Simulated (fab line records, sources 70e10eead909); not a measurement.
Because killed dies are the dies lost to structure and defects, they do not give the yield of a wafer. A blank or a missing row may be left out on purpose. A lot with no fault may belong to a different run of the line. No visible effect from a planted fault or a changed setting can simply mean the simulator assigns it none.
Chamber matching | flow nand_harc | 4 sister chambers for NHARC_P_GATE_DESCUM_48 on rie_diel-07
The step chemistry O2, time 3 s. 8 wafers are shown with their chamber, then 8 later ones without.

WAFERS PAIRED WITH THEIR CHAMBERS
wafer  | chamber | showerhead_plenum_p_Torr (Torr) | drypump_motor_current_A (A)
L074.3 | 1       | 1.94                            | 6.0
L075.4 | 1       | 1.94                            | 6.1
L078.2 | 0       | 1.91                            | 6.3
L078.3 | 3       | 1.97                            | 5.8
L081.2 | 0       | 1.90                            | 6.3
L081.3 | 3       | 1.97                            | 5.8
L081.4 | 2       | 1.93                            | 5.9
L083.1 | 2       | 1.93                            | 5.8

WAFERS MISSING THEIR CHAMBER
wafer  | showerhead_plenum_p_Torr (Torr) | drypump_motor_current_A (A)
L083.5 | 1.90                            | 6.3
L083.6 | 1.94                            | 6.1
L085.1 | 1.96                            | 5.8
L085.3 | 1.93                            | 6.1
L085.4 | 1.90                            | 6.4
L089.2 | 1.93                            | 6.1
L089.5 | 1.96                            | 5.8
L089.6 | 1.90                            | 6.3

CHAMBER TAKEN BY EACH
wafer  | from the rows above     | in truth
L083.5 | 0                       | 0
L083.6 | 1                       | 1
L085.1 | 3                       | 3
L085.3 | can't be placed: 1 or 2 | 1
L085.4 | 0                       | 0
L089.2 | can't be placed: 1 or 2 | 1
L089.5 | 3                       | 3
L089.6 | 0                       | 0
Correct placement for 6 of the 8. Cannot be placed on the basis of these rows: 2; the candidates contain the true chamber in 2. 0 placed wrongly.
How it was worked out, from the rows above alone: a wafer's distance from a chamber is the root of the sum, over the readings, of the square of ((its reading less the chamber's mean) divided by the reading's scatter). The wafer belongs to the nearest chamber; if the next one is less than 2 further off, it can't be placed. Each chamber's mean is taken over the wafers shown for it. The scatter: take each reading less its chamber's mean, square it, sum over the shown wafers, divide by the number of wafers less the number of chambers, and take the root.
